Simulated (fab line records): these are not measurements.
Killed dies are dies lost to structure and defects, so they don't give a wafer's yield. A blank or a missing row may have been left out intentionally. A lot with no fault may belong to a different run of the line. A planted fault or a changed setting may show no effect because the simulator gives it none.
fab line records	flow n5-finfet
[record] lots = 6	wafers = 18	last-day = 18
route steps=1938 shown BEOL_M0_CUTY@704 BEOL_M0@715 BEOL_M4@1111 PASSIVATION@1936
lots untouched by any fault: they come from a run of this same line in which no faults occurred
start-h: the number of hours between the record's first day and the start of the first shown wafer of the lot	wait-h: how many hours have passed since the lot's step before this one	" unchanged from the row above	L1.1+2: several wafers, shown together as one row	- value missing, or start not given	* or withheld: withheld	< > ~ a bound
route shown NAME@n: NAME is a module with steps in the file, n the number in the route of the first one	usual: mean/standard deviation taken from wafers without a fault	same: alike in all rows	chamber/n: place in a boat	sites: each site's reading	_std_site: their standard deviation	_edge_site: mean of outer sites minus mean of inner sites	radius-mm: how far each site lies from the wafer's centre	mask NAME#n: copy n	behind: tool/chamber where the wafer was last shaped	hold: the reason the lot was held/the length of the hold in hours/how it ended	device: names the non-switching transistor (n, p or np)	end of line: the tests these same wafers got at the end of their route	where a step has no rows: the recipe by itself	killed: dies that structure and defects cost at the first sort, which is not the same as the wafer's yield	map: per-die view of a wafer (x killed, . not killed, _ where there is no die)
set.NAME: the setting the step ran with; set.NAME@STEP: the setting that earlier step ran with	model.NAME: the simulator's own value behind a step, which no gauge read
lots at some steps of the route; a table a step, a row a wafer
services: the hour from which a tool's chamber was out of use, counted from the record's first day as start-h (under 0 if before that day), plus the number of hours and why
[[steps]]
[step N5_BEOL_M0_CUTY_SOFTBAKE_53]
[recipe] temp-c = 110	time-s = 60	resist = CAR-ArF-block
[step N5_BEOL_M0_CUTY_EXPOSE_54]
[recipe] mask-id = M0_ABLK	na = 1.35	source-shape = conventional	sigma-outer = 0.8	polarization = unpolarized	dose-mj = 36
[step N5_BEOL_M0_CUTY_PEB_55]
[recipe] peb-temp-c = 110	peb-time-s = 60	resist = CAR-ArF-block
[step N5_BEOL_M0_CUTY_DEVELOP_56]
[recipe] develop-time-s = 30	developer = TMAH	resist = CAR-ArF-block	rinse-liquid = diw	dry = air-spin	dev-temp-c = 23
[step N5_BEOL_M0_CUTY_CD_MEAS_57]
[recipe] target-cd-nm = 200	landing-energy-ev = 500	detector = se-inlens	polarity = line
[usual] cd-nm = 199.9/0.88
[same] landing-energy-ev = 500
lot.wafer	tool	chamber	start-h	wait-h	cd-nm
L808.1	cd-sem-02	0	155.36	-	200.4
L808.2	"	0	"	"	200.0
L808.5	"	0	"	"	199.9
L816.1	cd-sem-02	0	171.63	-	199.3
L816.2	"	0	"	"	200.6
L816.4	"	0	"	"	200.8
L817.1	cd-sem-03	0	173.42	-	200.4
L817.3	"	0	"	"	199.3
L817.4	"	0	"	"	200.2
L819.1	cd-sem-01	0	188.70	-	199.6
L819.4	"	0	"	"	201.2
L819.5	"	0	"	"	200.4
L821.4	cd-sem-02	0	197.72	-	200.4
L821.5	"	0	"	"	201.0
L821.6	"	0	"	"	200.9
L830.1	cd-sem-01	0	252.63	-	198.4
L830.4	"	0	"	"	200.6
L830.5	"	0	"	"	199.8
[step N5_BEOL_M0_CUTY_OVL_MEAS_58]
[recipe] points-per-wafer = 44
[usual] M0_ABLK_OVL = 0.0/0.9
lot.wafer	tool	chamber	start-h	wait-h	M0_ABLK_OVL[nm]
L808.1	overlay-02	0	155.39	0.0	-1.1
L808.2	"	0	"	"	-0.8
L808.5	"	0	"	"	-0.7
L816.1	overlay-02	0	171.66	0.0	-0.8
L816.2	"	0	"	"	-1.2
L816.4	"	0	"	"	-2.0
L817.1	overlay-01	0	173.45	0.0	1.7
L817.3	"	0	"	"	1.4
L817.4	"	0	"	"	-0.5
L819.1	overlay-02	0	188.73	0.0	1.6
L819.4	"	0	"	"	0.2
L819.5	"	0	"	"	1.6
L821.4	overlay-02	0	197.74	0.0	-0.1
L821.5	"	0	"	"	0.1
L821.6	"	0	"	"	1.0
L830.1	overlay-02	0	252.66	0.0	0.9
L830.4	"	0	"	"	-0.3
L830.5	"	0	"	"	-0.1
[step N5_BEOL_M0_CUTY_INSPECT_59]
[recipe] mode = adi	inspect-instrument = macro
[usual] raw-defect-count = 1.9/1.3
lot.wafer	tool	chamber	start-h	wait-h	raw-defect-count
L808.1	defect-inspect-01	-	155.41	0.0	0
L808.2	"	-	"	"	2
L808.5	"	-	"	"	0
L816.1	defect-inspect-01	-	171.69	0.0	1
L816.2	"	-	"	"	2
L816.4	"	-	"	"	2
L817.1	defect-inspect-01	-	173.48	0.0	2
L817.3	"	-	"	"	1
L817.4	"	-	"	"	1
L819.1	defect-inspect-01	-	188.75	0.0	2
L819.4	"	-	"	"	0
L819.5	"	-	"	"	5
L821.4	defect-inspect-02	-	197.77	0.0	1
L821.5	"	-	"	"	3
L821.6	"	-	"	"	2
L830.1	defect-inspect-01	-	252.68	0.0	2
L830.4	"	-	"	"	0
L830.5	"	-	"	"	1
[step N5_BEOL_M0_CUTY_DESCUM_61]
[recipe] chemistry = O2	time-s = 7.9	source-power-w = 50	bias-power-w = 20	pressure-mtorr = 20	rf-frequency-hz = 2.712e+07	temp-c = 40	resist = CAR-ArF-block	o2-flow-sccm = 225
[usual] bias-power-w = 19.99/0.058	drypump-motor-current-A = 5.6/0.48	oes-product-au = 0.80/0.1	rf-vpp-V = 242.7/1	showerhead-plenum-p-Torr = 2.07/0.056	temp-c = 39.99/0.11	throttle-valve-pct = 20.5/0.31
lot.wafer	tool	chamber	start-h	wait-h	bias-power-w	drypump-motor-current-A	oes-product-au	rf-hours-counter-h	rf-vpp-V	showerhead-plenum-p-Torr	temp-c	throttle-valve-pct
L808.1	rie-diel-01	3	155.44	0.0	20.04	6.1	0.84	66	242.3	2.04	39.99	20.0
L808.2	"	2	"	"	20.02	5.7	0.92	18	241.7	2.07	39.86	20.6
L808.5	"	3	"	"	20.06	6.1	0.85	-	243.6	2.04	40.14	20.0
L816.1	rie-diel-01	3	171.82	0.1	20.01	6.1	0.84	73	241.4	2.04	40.06	20.0
L816.2	"	2	"	"	19.98	5.8	0.90	25	242.1	2.07	39.81	20.6
L816.4	"	0	"	"	20.02	4.9	0.67	-	242.4	2.06	39.91	20.8
L817.1	rie-diel-01	0	173.81	0.3	20.06	4.8	0.68	230	243.6	2.06	40.17	20.8
L817.3	"	2	"	"	19.99	5.8	0.90	27	243.0	2.07	39.95	20.7
L817.4	"	2	"	"	19.99	5.8	0.90	-	243.4	2.07	39.90	20.6
L819.1	rie-diel-03	1	188.94	0.2	20.00	5.8	0.91	27	244.8	2.16	40.09	20.1
L819.4	"	3	"	"	20.07	5.8	0.79	109	242.5	2.12	40.06	20.7
L819.5	"	2	"	"	19.99	5.8	0.99	-	245.9	2.25	40.05	20.5
L821.4	rie-diel-01	0	197.80	0.0	20.04	4.8	0.67	239	242.6	2.06	39.95	20.8
L821.5	"	1	"	"	20.04	6.3	0.95	-	241.9	2.06	39.87	20.3
L821.6	"	0	"	"	19.99	4.8	0.67	-	242.2	2.06	40.00	20.8
L830.1	rie-diel-03	1	252.92	0.2	19.99	5.8	0.89	40	244.1	2.15	39.95	20.1
L830.4	"	0	"	"	19.98	5.2	0.70	212	241.9	1.98	40.00	20.3
L830.5	"	0	"	"	20.02	5.2	0.69	-	241.2	1.98	39.93	20.4
[step N5_BEOL_M0_CUTY_ETCH_62]
[recipe] chemistry = CF4	target = SiARC	mask-material = CAR-ArF-block	time-s = 58.5	ion-energy-ev = 80	pressure-mtorr = 40	source-w = 545	bias-w = 36	Ar_flow_sccm = 100	cf4-flow-sccm = 100	ends = cleared
[usual] bias-w = 36.00/0.12	drypump-motor-current-A = 5.6/0.47	etch-rf-on-time-s = 58.2/1.5	oes-product-au = 0.68/0.084	rf-vpp-V = 183.7/0.87	showerhead-plenum-p-Torr = 2.11/0.045	throttle-valve-pct = 15.6/0.31
lot.wafer	tool	chamber	start-h	wait-h	bias-w	drypump-motor-current-A	etch-rf-on-time-s	oes-product-au	rf-hours-counter-h	rf-vpp-V	showerhead-plenum-p-Torr	throttle-valve-pct
L808.1	rie-diel-01	3	155.48	0.0	36.02	6.1	58.2	0.72	66	183.0	2.08	15.2
L808.2	"	2	"	"	36.05	5.8	61.1	0.76	18	183.9	2.10	15.5
L808.5	"	3	"	"	36.07	6.1	58.0	0.73	-	183.7	2.08	15.1
L816.1	rie-diel-01	3	171.85	0.0	35.95	6.1	57.8	0.72	73	182.4	2.08	15.2
L816.2	"	2	"	"	35.95	5.8	61.3	0.75	25	183.7	2.10	15.6
L816.4	"	0	"	"	35.73	4.9	57.2	0.59	-	185.6	2.13	16.1
L817.1	rie-diel-01	0	173.84	0.0	35.87	4.8	57.3	0.59	230	183.9	2.13	16.1
L817.3	"	2	"	"	36.09	5.8	61.4	0.75	27	183.7	2.10	15.5
L817.4	"	2	"	"	36.01	5.7	61.1	0.75	-	182.8	2.10	15.6
L819.1	rie-diel-03	1	188.97	0.0	36.01	5.9	56.3	0.79	27	183.7	2.18	15.1
L819.4	"	3	"	"	35.83	5.8	58.0	0.67	109	183.3	2.15	15.7
L819.5	"	2	"	"	35.92	5.8	59.6	0.84	-	185.8	2.28	15.5
L821.4	rie-diel-01	0	197.84	0.0	35.99	4.9	57.7	0.59	239	182.7	2.13	16.1
L821.5	"	1	"	"	36.01	6.4	58.7	0.81	-	183.6	2.09	15.3
L821.6	"	0	"	"	35.92	4.9	57.4	0.59	-	182.6	2.13	16.1
L830.1	rie-diel-03	1	252.96	0.0	36.08	5.8	56.2	0.77	40	184.2	2.17	15.1
L830.4	"	0	"	"	36.04	5.2	58.2	0.60	212	183.1	2.03	15.6
L830.5	"	0	"	"	35.99	5.2	58.2	0.60	-	182.8	2.03	15.6
[step N5_BEOL_M0_CUTY_ETCH_63]
[recipe] chemistry = N2/H2	target = SOC	target-depth-a = 827	overetch-a = 165	mask-material = SiARC	temp-c = 40	ion-energy-ev = 200	time-s = 124	pressure-mtorr = 30	source-w = 840	bias-w = 150	n2-flow-sccm = 200	h2-flow-sccm = 200
[usual] bias-w = 150.1/0.45	drypump-motor-current-A = 5.6/0.47	h2-flow-sccm = 200.0/0.6	oes-product-au = 0.65/0.079	rf-vpp-V = 523.0/1.8	showerhead-plenum-p-Torr = 2.51/0.062	temp-c = 40.01/0.1	throttle-valve-pct = 17.8/0.32
lot.wafer	tool	chamber	start-h	wait-h	bias-w	drypump-motor-current-A	h2-flow-sccm	oes-product-au	rf-hours-counter-h	rf-vpp-V	showerhead-plenum-p-Torr	temp-c	throttle-valve-pct
L808.1	rie-diel-01	3	155.53	0.0	150.5	6.1	200.8	0.69	66	520.8	2.47	39.98	17.4
L808.2	"	2	"	"	149.4	5.8	200.2	0.76	18	523.6	2.48	39.98	17.7
L808.5	"	3	"	"	150.2	6.1	200.3	0.70	-	521.9	2.47	39.98	17.4
L816.1	rie-diel-01	3	171.90	0.0	150.2	6.1	199.7	0.68	73	522.9	2.47	40.03	17.4
L816.2	"	2	"	"	149.9	5.8	200.5	0.74	25	523.7	2.47	40.15	17.7
L816.4	"	0	"	"	150.3	4.9	199.8	0.56	-	523.5	2.51	40.02	18.2
L817.1	rie-diel-01	0	173.89	0.0	150.7	4.9	199.3	0.56	230	521.8	2.51	40.00	18.2
L817.3	"	2	"	"	150.2	5.8	199.6	0.73	27	521.4	2.47	40.12	17.7
L817.4	"	2	"	"	150.4	5.8	198.3	0.74	-	523.2	2.47	40.05	17.7
L819.1	rie-diel-03	1	189.02	0.0	149.7	5.9	200.5	0.74	27	524.8	2.59	40.09	17.3
L819.4	"	3	"	"	150.3	5.8	199.7	0.64	109	525.3	2.57	39.88	18.1
L819.5	"	2	"	"	150.0	5.9	199.8	0.81	-	530.5	2.72	40.01	17.7
L821.4	rie-diel-01	0	197.88	0.0	150.6	4.8	200.3	0.56	239	522.1	2.50	40.12	18.2
L821.5	"	1	"	"	150.2	6.3	200.1	0.77	-	523.3	2.47	40.02	17.4
L821.6	"	0	"	"	150.4	4.9	200.7	0.56	-	523.3	2.50	39.94	18.2
L830.1	rie-diel-03	1	253.00	0.0	150.1	5.9	199.9	0.72	40	525.7	2.59	39.82	17.3
L830.4	"	0	"	"	150.6	5.2	200.2	0.58	212	520.4	2.43	40.03	18.0
L830.5	"	0	"	"	151.1	5.2	199.6	0.57	-	520.2	2.43	39.89	18.0
[step N5_BEOL_M0_CUTY_STRIP_64]
[recipe] chemistry = N2/H2	temp-c = 40	n2-flow-sccm = 200	h2-flow-sccm = 200	rf-frequency-hz = 6e+07
[step N5_BEOL_M0_ETCH_138]
[recipe] chemistry = CH3F/O2	target-depth-a = 120	target = SiCN	time-s = 31.6	ion-energy-ev = 120	pressure-mtorr = 30	source-w = 395	bias-w = 75	Ar_flow_sccm = 150	CH3F_flow_sccm = 30	O2_flow_sccm = 20	ends = cleared
[usual] bias-w = 75.01/0.24	drypump-motor-current-A = 5.6/0.47	etch-rf-on-time-s = 29.0/0.93	oes-product-au = 0.68/0.084	rf-vpp-V = 296.9/1.3	showerhead-plenum-p-Torr = 1.98/0.045	throttle-valve-pct = 16.33/0.29
lot.wafer	tool	chamber	start-h	wait-h	bias-w	drypump-motor-current-A	etch-rf-on-time-s	oes-product-au	rf-hours-counter-h	rf-vpp-V	showerhead-plenum-p-Torr	throttle-valve-pct
L808.1	rie-diel-01	3	155.65	0.0	75.07	6.1	29.1	0.72	66	295.3	1.95	15.91
L808.2	"	2	"	"	74.91	5.8	29.3	0.77	18	295.1	1.96	16.27
L808.5	"	3	"	"	74.73	6.1	29.3	0.72	-	294.9	1.95	15.91
L816.1	rie-diel-01	3	172.02	0.0	74.92	6.1	28.3	0.72	73	296.3	1.95	15.92
L816.2	"	2	"	"	75.55	5.8	29.8	0.76	25	296.1	1.96	16.28
L816.4	"	0	"	"	74.75	4.8	29.1	0.59	-	296.6	1.99	16.78
L817.1	rie-diel-01	0	174.01	0.0	75.19	4.8	29.1	0.59	230	295.8	1.99	16.80
L817.3	"	2	"	"	74.88	5.7	30.1	0.75	27	295.9	1.96	16.28
L817.4	"	2	"	"	75.10	5.8	29.9	0.75	-	297.2	1.96	16.29
L819.1	rie-diel-03	1	189.14	0.0	75.23	5.9	27.5	0.77	27	298.8	2.03	15.80
L819.4	"	3	"	"	74.98	5.8	29.3	0.66	109	297.0	2.02	16.50
L819.5	"	2	"	"	74.78	5.8	28.1	0.84	-	300.4	2.16	16.33
L821.4	rie-diel-01	0	198.01	0.0	75.15	4.8	28.4	0.58	239	296.0	1.98	16.79
L821.5	"	1	"	"	75.11	6.3	30.9	0.80	-	296.0	1.96	16.09
L821.6	"	0	"	"	75.08	4.8	28.6	0.58	-	296.7	1.98	16.80
L830.1	rie-diel-03	1	253.13	0.0	75.11	5.8	26.8	0.76	40	298.0	2.02	15.81
L830.4	"	0	"	"	75.40	5.2	28.5	0.60	212	295.7	1.90	16.38
L830.5	"	0	"	"	74.91	5.2	28.2	0.60	-	296.2	1.90	16.35
[step N5_BEOL_M0_HM_OPEN_105]
[recipe] chemistry = Cl2/BCl3	target-depth-a = 120	target = TiN	ion-energy-ev = 150	pressure-mtorr = 10	icp-w = 1000	bias-w = 126	Cl2_flow_sccm = 53.25	bcl3-flow-sccm = 21.75	Ar_flow_sccm = 25
[usual] bias-w = 126.0/0.41	drypump-motor-current-A = 5.8/0.46	oes_ar_750_au = 0.86/0.085	oes-product-au = 0.86/0.086	throttle-valve-pct = 21.96/0.23
lot.wafer	tool	chamber	start-h	wait-h	bias-w	drypump-motor-current-A	oes_ar_750_au	oes-product-au	rf-hours-counter-h	throttle-valve-pct	model.etch.depth-nm	model.SiO2_of_BEOL_M0_SAQP_SPACER2_ALD_26.thk-nm
L808.1	rie-metal-01	1	155.75	0.1	126.1	6.3	0.73	0.71	66	22.41	11.93	2.8
L808.2	"	0	"	"	126.0	5.7	0.76	0.76	53	21.84	11.92	3
L808.5	"	1	"	"	125.4	6.2	0.73	0.72	-	22.41	11.98	2.8
L816.1	rie-metal-02	1	172.57	0.5	126.1	6.4	0.92	0.92	11	21.94	12.07	2.6
L816.2	"	0	"	"	126.3	5.1	0.87	0.88	10	22.09	12.2	2.8
L816.4	"	1	"	"	125.6	6.4	0.91	0.91	-	21.94	11.95	2.6
L817.1	rie-metal-03	0	175.50	1.4	126.0	5.7	0.96	0.94	6	21.79	12.24	2.6
L817.3	"	0	"	"	126.3	5.7	0.96	0.95	-	21.79	12.27	3
L817.4	"	1	"	"	126.4	5.8	0.90	0.93	-	21.65	12.59	2.8
L819.1	rie-metal-02	1	195.29	6.1	125.4	6.4	0.91	0.89	13	21.96	11.87	2.8
L819.4	"	0	"	"	126.7	5.1	0.87	0.94	-	21.98	13.75	2.4
L819.5	"	1	"	"	125.6	6.4	0.90	0.90	-	21.97	11.88	2.8
L821.4	rie-metal-02	1	198.34	0.3	126.3	6.4	0.91	0.89	-	21.94	11.97	2.6
L821.5	"	0	"	"	125.9	5.0	0.86	0.95	-	21.96	13.95	2.4
L821.6	"	1	"	"	125.9	6.4	0.90	0.90	-	21.95	12.05	2.6
L830.1	rie-metal-01	0	260.32	7.2	125.8	5.6	0.75	0.75	61	21.84	12.08	2.6
L830.4	"	1	"	"	126.2	6.2	0.71	0.69	-	22.45	11.97	2.8
L830.5	"	1	"	"	126.5	6.2	0.71	0.70	-	22.43	11.92	2.8
[step N5_BEOL_M0_STRIP_140]
[recipe] chemistry = CF4	resist = SiARC	power-w = 300	bias-power-w = 75	pressure-mtorr = 50	cf4-flow-sccm = 150	rf-frequency-hz = 6e+07
[usual] bias-power-w = 75.01/0.22	drypump-motor-current-A = 5.7/0.47	oes-product-au = 0.79/0.094	rf-vpp-V = 270.7/1.5	showerhead-plenum-p-Torr = 1.77/0.041	throttle-valve-pct = 13.6/0.32
lot.wafer	tool	chamber	start-h	wait-h	bias-power-w	drypump-motor-current-A	oes-product-au	rf-hours-counter-h	rf-vpp-V	showerhead-plenum-p-Torr	throttle-valve-pct
L808.1	rie-diel-03	2	155.95	0.2	75.11	5.8	0.69	250	267.8	1.69	13.9
L808.2	"	3	"	"	74.89	5.8	0.79	94	270.9	1.79	13.6
L808.5	"	0	"	"	74.97	5.2	0.71	-	271.0	1.70	13.5
L816.1	rie-diel-01	2	173.16	0.5	74.84	5.8	0.89	26	268.9	1.76	13.5
L816.2	"	3	"	"	74.93	6.1	0.82	74	270.9	1.74	13.1
L816.4	"	2	"	"	75.06	5.8	0.89	-	270.0	1.76	13.5
L817.1	rie-diel-06	3	175.89	0.3	74.77	6.0	0.68	231	271.7	1.78	14.0
L817.3	"	1	"	"	75.56	5.7	0.68	219	271.8	1.79	13.9
L817.4	"	2	"	"	75.05	4.9	0.88	42	271.8	1.81	13.5
L819.1	rie-diel-06	1	195.46	0.1	75.04	5.7	0.68	224	269.7	1.78	13.9
L819.4	"	0	"	"	75.10	5.7	0.76	123	270.7	1.73	13.3
L819.5	"	2	"	"	75.20	4.9	0.87	-	271.6	1.80	13.6
L821.4	rie-diel-03	3	198.52	0.1	75.00	5.8	0.76	112	270.5	1.79	13.6
L821.5	"	0	"	"	74.94	5.2	0.70	-	270.9	1.70	13.6
L821.6	"	1	"	"	75.38	5.8	0.88	-	270.9	1.83	13.1
L830.1	rie-diel-03	2	260.86	0.5	74.99	5.8	0.93	9	274.2	1.89	13.4
L830.4	"	1	"	"	74.92	5.9	0.86	42	271.1	1.83	13.2
L830.5	"	3	"	"	74.83	5.8	0.75	-	271.6	1.78	13.6
[step N5_BEOL_M4_RC_MEAS_101]
[usual] DIBL_N = 35.6/1.7	DIBL_P = 35.0/2	IOFF_N = 0.148/0.027	IOFF_P = 0.19/0.032	ION_N = 671/14	ION_P = 460/9.1	SS_N = 71.3/0.62	SS_P = 73.0/0.64	VT_N = 251/3.2	VT_P = -251.5/2.9
lot.wafer	tool	chamber	start-h	wait-h	DIBL_N[mV/V]	DIBL_P[mV/V]	IOFF_N[nA/um]	IOFF_P[nA/um]	ION_N[uA/um]	ION_P[uA/um]	SS_N[mV/dec]	SS_P[mV/dec]	VT_N[mV]	VT_P[mV]
L808.1	prober-02	0	204.27	0.0	35.8	35.0	0.165	0.22	690	474	71.6	73.4	245	-248.2
L808.2	"	0	"	"	34.8	33.4	0.146	0.19	685	472	70.4	72.8	246	-250.7
L808.5	"	0	"	"	34.9	33.5	0.144	0.19	677	458	71.1	72.5	250	-248.8
L816.1	prober-01	0	248.00	0.0	37.2	37.7	0.218	0.29	691	477	71.8	74.5	242	-243.5
L816.2	"	0	"	"	35.6	36.5	0.177	0.26	672	466	72.5	73.7	246	-245.6
L816.4	"	0	"	"	34.0	34.0	0.146	0.21	679	463	71.8	73.2	252	-248.5
L817.1	prober-01	0	248.93	0.4	35.0	36.1	0.157	0.24	679	473	72.1	73.1	250	-247.0
L817.3	"	0	"	"	35.6	37.1	0.165	0.26	665	462	71.9	73.5	249	-244.8
L817.4	"	0	"	"	34.1	34.2	0.131	0.20	655	454	71.5	73.1	252	-248.9
L819.1	prober-02	0	252.98	0.0	36.7	37.1	0.193	0.23	668	456	72.4	73.8	244	-249.7
L819.4	"	0	"	"	35.1	35.5	0.163	0.20	681	469	71.4	73.2	248	-249.9
L819.5	"	0	"	"	32.4	32.3	0.122	0.17	662	453	71.3	72.7	253	-251.0
L821.4	prober-02	0	277.38	0.5	38.5	37.0	0.162	0.19	658	448	71.8	73.5	253	-254.6
L821.5	"	0	"	"	37.3	34.4	0.136	0.17	655	447	71.3	73.3	257	-256.0
L821.6	"	0	"	"	39.0	37.9	0.167	0.21	673	460	71.2	74.2	253	-251.9
L830.1	prober-02	0	321.78	0.0	35.3	35.0	0.142	0.18	665	450	71.4	72.7	251	-255.6
L830.4	"	0	"	"	35.8	35.6	0.147	0.18	665	455	71.5	73.2	254	-252.2
L830.5	"	0	"	"	36.5	36.9	0.167	0.21	685	468	71.1	73.7	250	-250.5
[step N5_PASSIVATION_PROBE_49]
[usual] defect-limited-yield = 91.2/1.6	killed_at_M0_to_M3 = 35/11	killed_at_M4_up = 14/5.4	killed-at-contacts = 13/6	killed-at-front-end = 38/11	killed-at-other = 3.4/2.6	killed-dies = 104/19	killed-open = 68/13	killed-short = 34/8.5	sort_bin_5_function = 5.1/1	sort_bin_6_memory = 3.3/0.72	sort-n-pass = 1075/22	sort-yield-pct = 91.1/1.9
[same] gross-dies = 1180	killed-at-back-side = 0	sort_bin_4_leakage[%] = 0	sort_bin_8_speed[%] = 0
lot.wafer	tool	chamber	start-h	wait-h	defect-limited-yield[%]	killed_at_M0_to_M3	killed_at_M4_up	killed-at-contacts	killed-at-front-end	killed-at-other	killed-dies	killed-open	killed-short	sort_bin_5_function[%]	sort_bin_6_memory[%]	sort-n-pass	sort-yield-pct[%]
L821.6	prober-01	-	393.30	0.3	91.0	33	12	12	46	3	106	63	27	4.4	3.1	1074	91.0
// killed by level:class
L821.6 HKMG_FIN:area-etch=16 MOL_CONTACT_COAG:geometric-particle:open=11 BEOL_M0_SAQP:geometric-particle:open=9 FIN_SAQP:geometric-particle:short=7 BEOL_M1:geometric-particle:open=6 STI_FIN_REVEAL:geometric-particle:open=6 BEOL_M4:geometric-particle:open=6 BEOL_M2:geometric-particle:open=4
[[services]]
tool	chamber	start-h	hours	kind
rie-diel-06	1	153.08	4.2	repair
rie-diel-03	2	157.10	-	clean
rie-diel-03	2	157.10	-	consumable-replace:esc
rie-diel-03	2	157.10	-	consumable-replace:focus-ring
rie-diel-03	2	157.10	-	consumable-replace:showerhead
rie-diel-03	2	157.10	28.5	scheduled-down
rie-diel-03	2	157.10	28.5	vent-cycle
rie-diel-01	1	162.13	-	clean
rie-diel-01	1	162.13	-	consumable-replace:focus-ring
rie-diel-01	1	162.13	17.2	scheduled-down
rie-diel-01	1	162.13	17.2	vent-cycle
rie-diel-03	2	201.74	28.7	repair
rie-diel-06	1	214.36	13.2	repair
rie-diel-03	-	219.88	28.1	pm
rie-metal-02	-	235.86	2.8	pm
rie-diel-01	0	238.87	-	clean
rie-diel-01	0	238.87	-	consumable-replace:focus-ring
rie-diel-01	0	238.87	17.9	scheduled-down
rie-diel-01	0	238.87	17.9	vent-cycle
rie-diel-06	3	242.28	-	clean
rie-diel-06	3	242.28	-	consumable-replace:focus-ring
rie-diel-06	3	242.28	19.6	scheduled-down
rie-diel-06	3	242.28	19.6	vent-cycle
rie-metal-01	-	242.61	0.2	repair
[[key]]
first-sign none at tools or gauges
[model-effect] step = N5_BEOL_M0_HM_OPEN_105	value = etch.depth-nm	without = 12.19	struck = 13.85
met-at N5_BEOL_M0_HM_OPEN_105
struck-wafers L819.4,L821.5
[baseline-loss] step = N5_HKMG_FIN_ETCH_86	wafers = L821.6
onset-between 172.57 195.29
[fault] kind = process-parameter-drift	tool = rie-metal-02	chamber = 0	onset-h = 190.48	steps = N5_BEOL_M0_HM_OPEN_105	channel = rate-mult	offset = 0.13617	shape = step	end-h = 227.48
// baseline-loss: these wafers lose ten dies or more at that step, a loss of the line's own and not of a fault; the sort's usual values leave them out
